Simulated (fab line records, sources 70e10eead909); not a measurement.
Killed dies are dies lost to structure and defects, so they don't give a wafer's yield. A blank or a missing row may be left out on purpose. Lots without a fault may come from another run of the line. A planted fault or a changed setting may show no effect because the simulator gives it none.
Chamber matching | flow nand_harc | NHARC_P_GATE_DEP_103 on pecvd-01: 3 sister chambers
The step deposits SiON, target thk 30 nm. 6 wafers are shown with their chamber, then 7 later ones without.

WAFERS WITH THEIR CHAMBER
wafer  | chamber | heater_power_outer_w (W) | heater_power_w (W)
L075.3 | 2       | 558                      | 907
L087.3 | 2       | 519                      | 857
L087.4 | 0       | 456                      | 796
L087.6 | 1       | 521                      | 854
L088.2 | 0       | 409                      | 696
L088.3 | 1       | 490                      | 824

WAFERS WITHOUT THEIR CHAMBER
wafer  | heater_power_outer_w (W) | heater_power_w (W)
L088.6 | 503                      | 808
L091.3 | 522                      | 865
L091.4 | 518                      | 861
L091.5 | 462                      | 767
L095.1 | 471                      | 772
L095.4 | 434                      | 749
L095.5 | 515                      | 846

WHICH CHAMBER EACH WENT THROUGH
wafer  | from the rows above          | in truth
L088.6 | can't be placed: 1 or 2      | 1
L091.3 | can't be placed: 2 or 1      | 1
L091.4 | can't be placed: 1 or 2      | 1
L091.5 | can't be placed: 0 or 1      | 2
L095.1 | can't be placed: 0 or 1 or 2 | 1
L095.4 | 0                            | 0
L095.5 | can't be placed: 1 or 2      | 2
Placed correctly: 1 of 7. Can't be placed from these rows: 6 (the true chamber is among the candidates in 5). Placed wrongly: 0.
How it was worked out, from the rows above alone: a wafer's distance from a chamber is the root of the sum, over the readings, of the square of ((its reading less the chamber's mean) divided by the reading's scatter). The wafer belongs to the nearest chamber; if the next one is less than 2 further off, it can't be placed. A chamber's mean is the mean of its shown wafers. The scatter: the root of (the sum of the squares of (reading less its chamber's mean) over the shown wafers, divided by (wafers less chambers)).
